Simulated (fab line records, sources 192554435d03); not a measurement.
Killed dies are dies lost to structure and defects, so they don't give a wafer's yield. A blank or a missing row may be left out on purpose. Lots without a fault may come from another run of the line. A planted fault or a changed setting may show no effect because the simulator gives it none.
fab line records | flow n5_finfet
record lots=7 wafers=21
route steps=1938 shown PMOS_HMC_CHANNEL_EPI@58 STI_FIN_REVEAL@190 DUMMY_GATE@220 SD_EPI_N@288 SD_EPI_P@321 SD_ACTIVATION@330 HKMG_FIN@392
start_h: hours from the record's first day to the start of the lot's first wafer shown | wait_h: hours since the lot's step before | " the same as in the row above | L1.1+2: a row that stands for several wafers | - no value, or no start given | * or withheld: withheld | < > ~ a bound
route shown NAME@n: a module of which the file shows steps, and the number in the route of the first | usual: mean/standard deviation of fault-free wafers | same: alike in all rows | chamber/n: place in a boat | sites: the reading at each site | _std_site: their standard deviation | _edge_site: outer sites' mean less inner sites' | radius_mm: how far each site lies from the wafer's centre | mask NAME#n: copy n | behind: the tool/chamber that last shaped the wafer | hold: why the lot was held/for how many hours/how that ended | device: the transistor (n, p or np) that didn't switch | end of line: the same wafers' tests at the end of the route | a step without rows: its recipe alone | killed: dies lost to structure and defects at the first sort, not the wafer's yield | map: a wafer's dies, x killed, . not, _ none there
set.NAME: the setting as run; set.NAME@STEP: as run at that earlier step | model.NAME: the simulator's own value behind a step, which no gauge read
lots whose settings were changed on purpose; a table a step, a row a wafer
## steps
# step N5_PMOS_HMC_CHANNEL_EPI_COAT_31
# recipe resist=BARC temp_c=205 time_s=60 spin_rpm=1500 resist_thk_nm=66
# columns lot.wafer tool chamber start_h wait_h set.spin_rpm model.BARC_of_PMOS_HMC_CHANNEL_EPI_COAT_31.thk_nm
L076.2 litho_track-02 0 28.83 0.0 1500 65.72
L076.4 " 0 " " 1500 65.87
L076.6 " 0 " " 1500 65.78
L077.1 litho_track-04 0 35.37 0.0 1642 62.84
L077.2 " 0 " " 1500 65.87
L077.3 " 0 " " 1500 66.02
L080.2 litho_track-04 0 53.19 0.0 1426 67.63
L080.4 " 0 " " 1500 65.93
L080.5 " 0 " " 1500 65.87
L090.3+6 litho_track-05 0 113.08 0.0 1500 66.03
L090.4 " 0 " " 1500 66.25
L093.1 litho_track-05 0 131.04 0.0 1412 67.69
L093.4 " 0 " " 1500 65.74
L093.5 " 0 " " 1412 68.02
L094.1 litho_track-04 0 137.12 0.0 1500 66.17
L094.3 " 0 " " 1500 65.75
L094.5 " 0 " " 1500 65.92
L097.2 litho_track-02 0 154.83 0.1 1582 63.94
L097.3 " 0 " " 1500 65.86
L097.4 " 0 " " 1500 65.69
# step N5_PMOS_HMC_CHANNEL_EPI_COAT_03
# recipe resist=CAR-ArF-block spin_rpm=1500 resist_thk_nm=205
# columns lot.wafer tool chamber start_h wait_h set.spin_rpm model.CAR-ArF-block_of_PMOS_HMC_CHANNEL_EPI_COAT_03.thk_nm
L076.2 litho_track-02 0 - - 1500 205.7
L076.4+6 " 0 " " 1500 205.8
L077.1 litho_track-04 0 - - 1500 204.9
L077.2 " 0 " " 1500 205.1
L077.3 " 0 " " 1560 201.1
L080.2 litho_track-04 0 - - 1657 194.7
L080.4 " 0 " " 1657 195.5
L080.5 " 0 " " 1500 204.4
L090.3 litho_track-05 0 - - 1596 200
L090.4 " 0 " " 1596 199.5
L090.6 " 0 " " 1500 206.3
L093.1 litho_track-05 0 - - 1500 207
L093.4 " 0 " " 1661 196.2
L093.5 " 0 " " 1661 196.1
L094.1+3 litho_track-04 0 - - 1500 204.5
L094.5 " 0 " " 1500 203.9
L097.2 litho_track-02 0 - - 1500 205.8
L097.3 " 0 " " 1500 205.2
L097.4 " 0 " " 1587 200.2
# step N5_PMOS_HMC_CHANNEL_EPI_EBR_05
# recipe solvent=PGMEA ebr_width_mm=1.5
# step N5_PMOS_HMC_CHANNEL_EPI_SOFTBAKE_04
# recipe temp_c=110 time_s=60 resist=CAR-ArF-block
# step N5_PMOS_HMC_CHANNEL_EPI_DESCUM_14
# recipe chemistry=O2 time_s=7.9 source_power_w=50 bias_power_w=20 pressure_mtorr=20 rf_frequency_hz=2.712e+07 temp_c=40 resist=CAR-ArF-block o2_flow_sccm=225
# columns lot.wafer tool chamber start_h wait_h set.spin_rpm@PMOS_HMC_CHANNEL_EPI_COAT_03 model.CAR-ArF-block_of_PMOS_HMC_CHANNEL_EPI_COAT_03.thk_nm
L076.2 rie_diel-03 3 29.27 0.0 1500 199
L076.4+6 " 2,3 " " 1500 199.2
L077.1 rie_diel-03 2 35.68 0.0 1500 198.3
L077.2 " 0 " " 1500 198.6
L077.3 " 1 " " 1560 194.7
L080.2 rie_diel-01 1 53.96 0.4 1657 188.2
L080.4 " 3 " " 1657 189.1
L080.5 " 3 " " 1500 197.9
L090.3 rie_diel-01 3 113.39 0.0 1596 193.5
L090.4 " 1 " " 1596 193
L090.6 " 2 " " 1500 199.7
L093.1 rie_diel-01 1 131.35 0.0 1500 200.5
L093.4+5 " 2,3 " " 1661 189.6
L094.1 rie_diel-03 0 137.52 0.1 1500 198
L094.3 " 1 " " 1500 198.2
L094.5 " 2 " " 1500 197.3
L097.2 rie_diel-01 3 155.27 0.0 1500 199.4
L097.3 " 2 " " 1500 198.6
L097.4 " 3 " " 1587 193.7
# step N5_PMOS_HMC_CHANNEL_EPI_ETCH_32
# recipe chemistry=N2/H2 target=BARC stop_on=SiO2 target_depth_a=858 over_etch_frac=0.3 time_s=50.3 ion_energy_ev=200 mask_material=CAR-ArF-block pressure_mtorr=30 source_w=840 bias_w=150 n2_flow_sccm=200 h2_flow_sccm=200
# columns lot.wafer tool chamber start_h wait_h set.spin_rpm@PMOS_HMC_CHANNEL_EPI_COAT_31 model.etch.depth_nm
L076.2 rie_diel-03 3 29.30 0.0 1500 65.72
L076.4 " 2 " " 1500 65.87
L076.6 " 3 " " 1500 65.78
L077.1 rie_diel-03 2 35.72 0.0 1642 62.84
L077.2 " 0 " " 1500 65.87
L077.3 " 1 " " 1500 66.02
L080.2 rie_diel-01 1 53.99 0.0 1426 67.63
L080.4 " 3 " " 1500 65.93
L080.5 " 3 " " 1500 65.87
L090.3+6 rie_diel-01 3,2 113.43 0.0 1500 66.03
L090.4 " 1 " " 1500 66.25
L093.1 rie_diel-01 1 131.39 0.0 1412 67.69
L093.4 " 2 " " 1500 65.74
L093.5 " 3 " " 1412 68.02
L094.1 rie_diel-03 0 137.56 0.0 1500 66.17
L094.3 " 1 " " 1500 65.75
L094.5 " 2 " " 1500 65.92
L097.2 rie_diel-01 3 155.30 0.0 1582 63.94
L097.3 " 2 " " 1500 65.86
L097.4 " 3 " " 1500 65.69
# step N5_STI_FIN_REVEAL_ETCHBACK_08
# recipe chemistry=C4F6/O2 target=SiO2 target_depth_a=305 time_s=10.167 ion_energy_ev=250 pressure_mtorr=30 source_w=345 bias_w=185 Ar_flow_sccm=300 C4F6_flow_sccm=10 O2_flow_sccm=10
# columns lot.wafer tool chamber start_h wait_h set.time_s
L076.2+4+6 rie_diel-05 2,3,0 47.04 0.2 10.167
L077.1+2 rie_diel-05 2,3 51.77 0.3 10.167
L077.3 " 0 " " 8.674
L080.2+5 rie_diel-04 3 69.84 0.2 10.167
L080.4 " 0 " " 8.395
L090.3 rie_diel-04 0 129.60 0.2 11.96
L090.4+6 " 2,0 " " 10.167
L093.1+4+5 rie_diel-05 1,0,1 148.35 0.2 10.167
L094.1+3 rie_diel-05 1,2 154.20 0.2 8.179
L094.5 " 2 " " 10.167
L097.2+3+4 rie_diel-05 1,3,2 173.31 0.2 10.167
# step N5_STI_FIN_REVEAL_STRIP_24
# recipe chemistry=N2/H2 time_s=90 power_w=100 temp_c=40 pressure_mtorr=100 rf_frequency_hz=6e+07 bias_power_w=3 n2_flow_sccm=300 h2_flow_sccm=300
# step N5_STI_FIN_REVEAL_PRECLEAN_25
# recipe chemistry=SPM time_s=90 temp_c=120 mix=4:1
# step N5_STI_FIN_REVEAL_SRD_23
# recipe dry=ipa_marangoni time_s=30 temp_c=23 rinse_liquid=diw
# step N5_STI_FIN_REVEAL_FIN_H_MEAS_10
# usual trench_depth_nm=52.0/0.85
# columns lot.wafer tool chamber start_h wait_h set.time_s@STI_FIN_REVEAL_ETCHBACK_08 trench_depth_nm
L076.2 ocd-01 - 50.01 0.0 10.167 53.0
L076.4 " - " " 10.167 51.5
L076.6 " - " " 10.167 50.8
L077.1 ocd-01 - 54.74 0.0 10.167 53.2
L077.2 " - " " 10.167 51.8
L077.3 " - " " 8.674 46.6
L080.2 ocd-02 - 72.78 0.0 10.167 52.8
L080.4 " - " " 8.395 46.7
L080.5 " - " " 10.167 52.3
L090.3 ocd-02 - 132.56 0.0 11.96 57.4
L090.4 " - " " 10.167 52.4
L090.6 " - " " 10.167 51.1
L093.1 ocd-01 - 151.32 0.0 10.167 52.5
L093.4 " - " " 10.167 51.1
L093.5 " - " " 10.167 53.5
L094.1 ocd-01 - 157.15 0.0 8.179 47.7
L094.3 " - " " 8.179 47.5
L094.5 " - " " 10.167 53.2
L097.2 ocd-02 - 176.30 0.0 10.167 52.4
L097.3 " - " " 10.167 51.3
L097.4 " - " " 10.167 52.5
# step N5_DUMMY_GATE_HM_DEP_06
# recipe material=SiNx target_thk_a=800 precursor=DCS/NH3 temp_c=700 pressure_mtorr=300 time_s=5141
# columns lot.wafer tool chamber start_h wait_h set.time_s model.SiNx_of_DUMMY_GATE_HM_DEP_06.thk_nm
L076.2 lpcvd-02 0/45 54.42 0.0 5141 79.8
L076.4 " 0/54 " " 5141 80
L076.6 " 0/64 " " 5141 80.4
L077.1 - - - 0.0 4632 71.6
L077.2 " - " " 4632 72.4
L077.3 " - " " 4632 72
L080.2 - - - 0.0 5577 87.2
L080.4 " - " " 5577 87.6
L080.5 " - " " 5577 87.8
L090.3 - - - 0.0 4849 75.6
L090.4 " - " " 4849 75.4
L090.6 " - " " 4849 75
L093.1+4 - - - 0.0 4842 75.8
L093.5 " - " " 4842 75.6
L094.1+3 - - - 0.0 4737 73.4
L094.5 " - " " 4737 74
L097.2 - - - 0.0 4600 72.2
L097.3 " - " " 4600 72.4
L097.4 " - " " 4600 71.8
# step N5_DUMMY_GATE_EXPOSE_12
# recipe mask_id=GATE na=0.33 source_shape=annular sigma_inner=0.2 sigma_outer=0.6 polarization=unpolarized target_cd_nm=25 dose_mj=34
# columns lot.wafer tool chamber start_h wait_h mask set.dose_mj
L076.2+4+6 euv_scanner-01 0 60.53 - GATE#0 34
L077.1+2+3 euv_scanner-01 0 63.18 - GATE#0 34
L080.2+4+5 euv_scanner-01 0 81.25 - GATE#0 34
L090.3+6 euv_scanner-02 0 141.20 - GATE#0 34
L090.4 " 0 " " GATE#0 35.77
L093.1+4+5 euv_scanner-01 0 161.60 - GATE#0 34
L094.1 euv_scanner-02 0 165.73 - GATE#0 31.85
L094.3+5 " 0 " " GATE#0 34
L097.2+4 euv_scanner-01 0 184.86 - GATE#0 34
L097.3 " 0 " " GATE#0 36.5
# step N5_DUMMY_GATE_PEB_13
# recipe peb_temp_c=100 peb_time_s=60 resist=CAR-EUV
# step N5_DUMMY_GATE_DEVELOP_14
# recipe develop_time_s=30 developer=TMAH resist=CAR-EUV rinse_liquid=surfactant_rinse dry=air_spin dev_temp_c=23
# step N5_DUMMY_GATE_CD_MEAS_15
# recipe target_cd_nm=25.8 landing_energy_ev=500 detector=se_inlens
# usual cd_nm=25.00/0.27
# columns lot.wafer tool chamber start_h wait_h set.dose_mj@DUMMY_GATE_EXPOSE_12 cd_nm
L076.2 cd_sem-03 0 60.65 - 34 25.26
L076.4 " 0 " " 34 25.34
L076.6 " 0 " " 34 24.85
L077.1 cd_sem-01 0 63.31 - 34 24.94
L077.2 " 0 " " 34 24.88
L077.3 " 0 " " 34 24.80
L080.2 cd_sem-02 0 81.37 - 34 25.21
L080.4 " 0 " " 34 24.93
L080.5 " 0 " " 34 24.92
L090.3 cd_sem-01 0 141.32 - 34 25.30
L090.4 " 0 " " 35.77 23.78
L090.6 " 0 " " 34 25.41
L093.1 cd_sem-03 0 161.73 - 34 25.07
L093.4 " 0 " " 34 24.95
L093.5 " 0 " " 34 24.93
L094.1 cd_sem-03 0 165.85 - 31.85 26.17
L094.3 " 0 " " 34 24.55
L094.5 " 0 " " 34 24.60
L097.2 cd_sem-01 0 184.98 - 34 24.84
L097.3 " 0 " " 36.5 23.60
L097.4 " 0 " " 34 24.99
# step N5_SD_EPI_N_EPI_21
# recipe material=Si:P dopant=P temp_c=680 pressure_torr=255 time_s=690
# columns lot.wafer tool chamber start_h wait_h set.temp_c model.Si-P_of_SD_EPI_N_EPI_21.thk_nm
L076.2+4 epi_rpcvd-03 0 64.99 0.4 680 59.4
L076.6 " 0 66.11 1.4 680 59.8
L077.1 epi_rpcvd-01 0 67.58 0.2 676.4 56
L077.2+3 " 0 " " 680 59
L080.2 epi_rpcvd-01 0 86.44 0.7 682.1 62.4
L080.4 " 0 87.44 1.6 682.1 61.8
L080.5 " 0 " " 680 59.6
L090.3 epi_rpcvd-03 0 146.15 0.7 680 59.6
L090.4 " 0 " " 680 60
L090.6 " 0 " " 680 60.2
L093.1 epi_rpcvd-03 0 165.88 0.1 680 59
L093.4 " 0 " " 680 59.4
L093.5 " 0 " " 680 60.4
L094.1 epi_rpcvd-02 0 170.14 0.1 677 56.2
L094.3 " 0 " " 677 56.4
L094.5 " 0 " " 680 59.2
L097.2 epi_rpcvd-01 0 191.41 0.4 680 59
L097.3 " 0 " " 680 59.4
L097.4 " 0 " " 680 60
# step N5_SD_EPI_N_PRECLEAN_24
# recipe chemistry=O3/DIW time_s=60 temp_c=22 o3_ppm=10
# columns lot.wafer tool chamber start_h wait_h set.temp_c@SD_EPI_N_EPI_21 model.Si-P_of_SD_EPI_N_EPI_21.thk_nm
L076.2+4 wet_bench-04 2,7 66.46 0.0 680 59
L076.6 " 5 " " 680 59.4
L077.1 wet_bench-04 1 69.90 0.0 676.4 55.8
L077.2+3 " 0,6 " " 680 58.6
L080.2 wet_bench-04 5 89.01 0.0 682.1 61.8
L080.4 " 4 " " 682.1 61.4
L080.5 " 0 " " 680 59.2
L090.3 wet_bench-03 1 147.34 0.0 680 59.2
L090.4 " 6 " " 680 59.6
L090.6 " 5 " " 680 59.8
L093.1 wet_bench-03 1 167.65 0.0 680 58.6
L093.4 " 4 " " 680 59
L093.5 " 3 " " 680 59.8
L094.1+3 wet_bench-04 6,7 171.89 0.0 677 56
L094.5 " 5 " " 680 58.8
L097.2 wet_bench-04 2 192.89 0.0 680 58.6
L097.3 " 0 " " 680 59
L097.4 " 3 " " 680 59.6
# step N5_SD_EPI_N_SRD_25
# recipe time_s=30 temp_c=23 rinse_liquid=diw dry=ipa_marangoni
# step N5_SD_EPI_N_PRECLEAN_49
# recipe chemistry=NF3:NH3 afs_cycles=1 temp_c=30 time_s=20 sublimation_temp_c=180 sublimation_time_s=60 pressure_torr=3 rf_power_w=30
# step N5_SD_EPI_P_EPI_21
# recipe material=SiGe:B dopant=B temp_c=550 pressure_torr=20 ambient=H2 time_s=355
# step N5_SD_EPI_P_HM_STRIP_48
# recipe chemistry=H3PO4 temp_c=160 material=SiNx target=SiNx target_depth_a=30 overetch_fraction=0.3
# columns lot.wafer tool chamber start_h wait_h set.temp_c@SD_EPI_N_EPI_21 model.Si-P_of_SD_EPI_N_EPI_21.thk_nm
L076.2 wet_bench-06 2 70.94 0.0 680 58.8
L076.4 " 0 " " 680 58.6
L076.6 " 7 " " 680 59
L077.1 wet_bench-01 4 75.43 0.0 676.4 55.4
L077.2+3 " 3,5 " " 680 58.4
L080.2 wet_bench-06 5 94.12 0.0 682.1 61.6
L080.4 " 6 " " 682.1 61.2
L080.5 " 7 " " 680 59
L090.3 wet_bench-02 5 152.77 0.0 680 59
L090.4 " 3 " " 680 59.2
L090.6 " 2 " " 680 59.6
L093.1 wet_bench-01 4 173.11 0.0 680 58.4
L093.4 " 2 " " 680 58.8
L093.5 " 0 " " 680 59.6
L094.1 wet_bench-02 7 176.51 0.0 677 55.6
L094.3 " 0 " " 677 55.8
L094.5 " 2 " " 680 58.6
L097.2 wet_bench-01 3 197.51 0.0 680 58.2
L097.3 " 1 " " 680 58.8
L097.4 " 0 " " 680 59.2
# step N5_SD_EPI_P_SRD_49
# recipe dry=ipa_marangoni time_s=30 temp_c=23 rinse_liquid=diw
# step N5_SD_EPI_P_PRECLEAN_24
# recipe chemistry=O3/DIW time_s=45 temp_c=22 o3_ppm=10
# step N5_SD_ACTIVATION_RTA_00
# recipe temp_c=975 time_s=0 ambient=N2 idle_temp_c=600 ramp_up_c_per_s=150 ramp_down_c_per_s=60 cool_to_c=600
# step N5_SD_ACTIVATION_LSA_01
# recipe temp_c=1080 time_s=0.0008 ambient=N2
# step N5_SD_ACTIVATION_RS_MEAS_03
# recipe thk_meas_gauge=four-point-probe
# usual RS_SD_N=21.81/0.27 RS_SD_P=56.0/1.2
# columns lot.wafer tool chamber start_h wait_h set.temp_c@SD_EPI_N_EPI_21 RS_SD_N[ohm/sq] RS_SD_P[ohm/sq]
L076.2 film_metro-01 - 71.78 0.2 680 21.88 55.2
L076.4 " - " " 680 22.00 54.7
L076.6 " - " " 680 21.88 54.3
L077.1 film_metro-01 - 76.00 0.2 676.4 23.10 56.5
L077.2 " - " " 680 22.04 55.0
L077.3 " - " " 680 21.91 56.0
L080.2 film_metro-02 - 94.81 0.2 682.1 20.87 54.2
L080.4 " - " " 682.1 20.97 54.6
L080.5 " - " " 680 21.62 56.0
L090.3 film_metro-01 - 153.39 0.2 680 21.88 56.4
L090.4 " - " " 680 21.69 56.8
L090.6 " - " " 680 21.54 57.4
L093.1 film_metro-02 - 173.69 0.2 680 21.92 55.6
L093.4 " - " " 680 21.61 56.5
L093.5 " - " " 680 21.53 56.4
L094.1 film_metro-01 - 177.08 0.2 677 22.76 56.4
L094.3 " - " " 677 22.57 57.1
L094.5 " - " " 680 21.75 56.3
L097.2 film_metro-01 - 198.14 0.2 680 21.77 57.5
L097.3 " - " " 680 21.86 56.7
L097.4 " - " " 680 21.74 56.4
# step N5_HKMG_FIN_COAT_43
# recipe resist=CAR-ArF spin_rpm=1500 resist_thk_nm=90
# columns lot.wafer tool chamber start_h wait_h set.spin_rpm model.CAR-ArF_of_HKMG_FIN_COAT_43.thk_nm
L076.2 litho_track-05 0 - - 1500 90.4
L076.4+6 " 0 " " 1500 90.2
L077.1+2+3 litho_track-05 0 - - 1500 89.8
L080.2+5 litho_track-03 0 - - 1500 90.2
L080.4 " 0 " " 1391 94
L090.3 litho_track-05 0 - - 1500 90.2
L090.4 " 0 " " 1500 89.8
L090.6 " 0 " " 1500 90
L093.1 litho_track-02 0 - - 1500 89.8
L093.4 " 0 " " 1500 90.2
L093.5 " 0 " " 1370 94.2
L094.1 litho_track-02 0 - - 1401 93
L094.3 " 0 " " 1401 93.2
L094.5 " 0 " " 1500 90
L097.2 litho_track-03 0 - - 1500 90
L097.3 " 0 " " 1500 89.8
L097.4 " 0 " " 1599 87
# step N5_HKMG_FIN_EBR_45
# recipe solvent=PGMEA ebr_width_mm=1.5
# step N5_HKMG_FIN_SOFTBAKE_44
# recipe temp_c=110 time_s=60 resist=CAR-ArF
# step N5_HKMG_FIN_EXPOSE_46
# recipe mask_id=NDIPOLE na=1.35 source_shape=conventional sigma_outer=0.8 polarization=unpolarized dose_mj=40
# step N5_HKMG_FIN_PEB_47
# recipe peb_temp_c=withheld peb_time_s=60 resist=CAR-ArF
# step N5_HKMG_FIN_DEVELOP_48
# recipe develop_time_s=30 developer=TMAH resist=CAR-ArF rinse_liquid=diw dry=air_spin dev_temp_c=23
# columns lot.wafer tool chamber start_h wait_h set.spin_rpm@HKMG_FIN_COAT_43 model.CAR-ArF_of_HKMG_FIN_COAT_43.thk_nm
L076.2+4+6 litho_track-05 0 - - 1500 88.6
L077.1+2+3 litho_track-03 0 - - 1500 88.2
L080.2+5 litho_track-03 0 - - 1500 88.6
L080.4 " 0 " " 1391 92.2
L090.3+6 litho_track-05 0 - - 1500 88.4
L090.4 " 0 " " 1500 88.2
L093.1 litho_track-05 0 - - 1500 88
L093.4 " 0 " " 1500 88.6
L093.5 " 0 " " 1370 92.4
L094.1+3 litho_track-05 0 - - 1401 91.4
L094.5 " 0 " " 1500 88.2
L097.2 litho_track-05 0 - - 1500 88.2
L097.3 " 0 " " 1500 88
L097.4 " 0 " " 1599 85.2
# step N5_HKMG_FIN_ETCH_54
# recipe chemistry=CF4 target=SiARC target_depth_a=455 mask_material=CAR-ArF time_s=75.8 ion_energy_ev=80 pressure_mtorr=40 source_w=545 bias_w=36 Ar_flow_sccm=100 cf4_flow_sccm=100 ends=cleared
# usual rf_vpp_V=184.5/1
# columns lot.wafer tool chamber start_h wait_h set.bias_w rf_vpp_V
L076.2 rie_diel-06 2 85.86 0.0 36 186.7
L076.4 " 2 " " 36 184.8
L076.6 " 1 " " 36 184.9
L077.1 rie_diel-06 1 90.08 0.0 37.65 190.5
L077.2 " 3 " " 36 184.0
L077.3 " 2 " " 36 183.3
L080.2 rie_diel-05 2 108.10 0.0 38.78 194.2
L080.4 " 3 " " 36 183.8
L080.5 " 3 " " 36 185.6
L090.3 rie_diel-04 3 167.15 0.0 36 184.0
L090.4 " 1 " " 36 182.4
L090.6 " 2 " " 36 186.0
L093.1 rie_diel-05 3 188.46 0.0 36 181.7
L093.4 " 0 " " 36 182.3
L093.5 " 2 " " 31.96 169.8
L094.1 rie_diel-04 1 190.15 0.0 36 185.6
L094.3 " 3 " " 34.17 178.8
L094.5 " 0 " " 36 185.6
L097.2 rie_diel-05 3 211.95 0.0 30.87 165.2
L097.3 " 1 " " 36 185.6
L097.4 " 2 " " 30.87 168.5
## key
split step=N5_PMOS_HMC_CHANNEL_EPI_COAT_31 setting=spin_rpm stated=1500 by=wafer
response step=N5_PMOS_HMC_CHANNEL_EPI_COAT_31 reading=model.BARC_of_PMOS_HMC_CHANNEL_EPI_COAT_31.thk_nm change=-0.339 per=1% r=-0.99
response step=N5_PMOS_HMC_CHANNEL_EPI_ETCH_32 reading=model.etch.depth_nm change=-0.339 per=1% r=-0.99
split step=N5_PMOS_HMC_CHANNEL_EPI_COAT_03 setting=spin_rpm stated=1500 by=wafer
response step=N5_PMOS_HMC_CHANNEL_EPI_COAT_03 reading=model.CAR-ArF-block_of_PMOS_HMC_CHANNEL_EPI_COAT_03.thk_nm change=-0.958 per=1% r=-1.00
response step=N5_PMOS_HMC_CHANNEL_EPI_DESCUM_14 reading=model.CAR-ArF-block_of_PMOS_HMC_CHANNEL_EPI_COAT_03.thk_nm change=-0.954 per=1% r=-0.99
split step=N5_STI_FIN_REVEAL_ETCHBACK_08 setting=time_s stated=10.167 by=wafer
response step=N5_STI_FIN_REVEAL_FIN_H_MEAS_10 reading=trench_depth_nm change=+0.33 per=1% r=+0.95
split step=N5_DUMMY_GATE_HM_DEP_06 setting=time_s stated=5141 by=lot
response step=N5_DUMMY_GATE_HM_DEP_06 reading=model.SiNx_of_DUMMY_GATE_HM_DEP_06.thk_nm change=+0.826 per=1% r=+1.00
split step=N5_DUMMY_GATE_EXPOSE_12 setting=dose_mj stated=34 by=wafer
response step=N5_DUMMY_GATE_CD_MEAS_15 reading=cd_nm change=-0.231 per=1% r=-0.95
split step=N5_SD_EPI_N_EPI_21 setting=temp_c stated=680 by=wafer
response step=N5_SD_EPI_N_EPI_21 reading=model.Si-P_of_SD_EPI_N_EPI_21.thk_nm change=+6.38 per=1% r=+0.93
response step=N5_SD_EPI_N_PRECLEAN_24 reading=model.Si-P_of_SD_EPI_N_EPI_21.thk_nm change=+6.07 per=1% r=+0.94
response step=N5_SD_EPI_P_HM_STRIP_48 reading=model.Si-P_of_SD_EPI_N_EPI_21.thk_nm change=+6.33 per=1% r=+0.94
response step=N5_SD_ACTIVATION_RS_MEAS_03 reading=RS_SD_N change=-2.13 per=1% r=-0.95
split step=N5_HKMG_FIN_COAT_43 setting=spin_rpm stated=1500 by=wafer
response step=N5_HKMG_FIN_COAT_43 reading=model.CAR-ArF_of_HKMG_FIN_COAT_43.thk_nm change=-0.482 per=1% r=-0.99
response step=N5_HKMG_FIN_DEVELOP_48 reading=model.CAR-ArF_of_HKMG_FIN_COAT_43.thk_nm change=-0.474 per=1% r=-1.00
split step=N5_HKMG_FIN_ETCH_54 setting=bias_w stated=36 by=wafer
response step=N5_HKMG_FIN_ETCH_54 reading=rf_vpp_V change=+1.25 per=1% r=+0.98
